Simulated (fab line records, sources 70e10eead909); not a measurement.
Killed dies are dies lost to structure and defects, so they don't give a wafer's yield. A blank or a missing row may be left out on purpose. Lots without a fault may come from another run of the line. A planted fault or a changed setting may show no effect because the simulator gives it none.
A struck lot beside a sound one | flow nand_harc | 15 steps out of a route of 1159
Sound: wafers L529.2, L529.3, L529.5. Struck: wafer L535.2. (L535.4, L535.6 of the same lot were not struck and are left out.) The cause comes at the end.
At each step with rows: each side's tool, then ch and its chambers, then its first start. Under that, the readings that differ: sound wafers | struck wafers | difference of the means | sigmas: that difference in standard deviations of wafers without a fault.
alike: readings whose means differ by less than 2 such deviations, and words and numbers that are the same on both sides. not compared: withheld readings, readings that some wafer has no value for, bounds like >300 that may hide the same value, and numbers for which the record gives no deviation and whose values overlap.
The two part at a step that has a row with sigmas, a row that says differs or no value, or rows on one side only. Numbers that don't overlap but have no deviation are shown without sigmas and don't part them. A reading that every wafer of one side lacks parts them only if that side has two wafers or more.

first, 7 steps without rows for these wafers: NHARC_A_CONTACT_COAT_62 (time 65 s); NHARC_A_CONTACT_COAT_63 (resist thk 90 nm); NHARC_A_CONTACT_SOFTBAKE_64 (time 55 s); NHARC_A_CONTACT_EBR_65; NHARC_A_CONTACT_EXPOSE_66 (exposes mask A CC 2); NHARC_A_CONTACT_PEB_67 (peb time 65 s); NHARC_A_CONTACT_DEVELOP_68 (develop time 35 s).
NHARC_A_CONTACT_CD_MEAS_69: target cd 200 nm.
  sound on cd_sem-03 ch 0, day 17 06:08; struck on cd_sem-01 ch 0, day 18 08:16
  alike: cd_nm
NHARC_A_CONTACT_OVL_MEAS_70:
  sound on overlay-02, day 17 06:13; struck on overlay-02, day 18 08:21
  alike: overlay_x_nm, overlay_y_nm
NHARC_A_CONTACT_INSPECT_71:
  sound on defect_inspect-01, day 17 06:16; struck on defect_inspect-02, day 18 08:23
  alike: raw_defect_count
NHARC_A_CONTACT_DESCUM_74: chemistry O2, time 3 s.
  sound on rie_diel-09 ch 0,2, day 17 06:19; struck on rie_diel-06 ch 3, day 18 08:27
  reading                     | sound                | struck | difference | sigmas
  drypump_motor_current_A (A) | 5.5 5.4 5.4          | 6.4    | +1.0       | +2
  throttle_valve_pct (%)      | 11.305 11.292 11.299 | 11.323 | +0.024     | +3
  alike: oes_product_au, rf_vpp_V, showerhead_plenum_p_Torr
  not compared: rf_hours_counter_h
NHARC_A_CONTACT_ETCH_75: etches the open film in CF4, target depth 39 nm, time 65 s.
  sound on rie_diel-09 ch 0,1,2, day 17 06:30; struck on rie_diel-06 ch 0, day 18 08:32
  alike: drypump_motor_current_A, oes_product_au, rf_vpp_V, showerhead_plenum_p_Torr, throttle_valve_pct
  not compared: rf_hours_counter_h
NHARC_A_CONTACT_ETCH_76: etches the open film in N2/H2, target depth 260 nm, time 475.3 s.
  sound on rie_diel-09 ch 0,1, day 17 06:36; struck on rie_diel-06 ch 0, day 18 08:39
  reading               | sound             | struck | difference | sigmas
  oes_product_au (a.u.) | 1.001 0.997 1.001 | 0.818  | -0.182     | -20
  rf_vpp_V (V)          | 429.8 431.0 433.0 | 425.4  | -5.9       | -2
  alike: drypump_motor_current_A, showerhead_plenum_p_Torr, throttle_valve_pct
  not compared: rf_hours_counter_h
NHARC_A_CONTACT_ETCH_77: etches the open film in CF4/CHF3, target depth 72.6 nm, time 36.3 s.
  sound on rie_diel-09 ch 0,1; struck on rie_diel-06 ch 2
  alike: drypump_motor_current_A, oes_product_au, rf_vpp_V, showerhead_plenum_p_Torr, throttle_valve_pct
  not compared: rf_hours_counter_h
-- the record jumps here: 3 days lie between the struck wafers' starts before and after (it left off in module A_CONTACT and takes up again in module END, whose first step shown is number 1159 of the route) --
NHARC_END_SORT_01:
  sound on prober-02 ch 0, day 19 17:22; struck on prober-01 ch 0, day 20 23:54
  reading         | sound    | struck | difference | sigmas
  killed_at_array | 38 31 30 | 584    | +551       | +50
  killed_dies     | 44 34 34 | 587    | +550       | +50
  alike: killed_at_other, killed_at_periphery, killed_open, killed_short

WHERE THEY PART
First at NHARC_A_CONTACT_DESCUM_74; last, within this record, at NHARC_END_SORT_01.

WHY: what the simulator had put in
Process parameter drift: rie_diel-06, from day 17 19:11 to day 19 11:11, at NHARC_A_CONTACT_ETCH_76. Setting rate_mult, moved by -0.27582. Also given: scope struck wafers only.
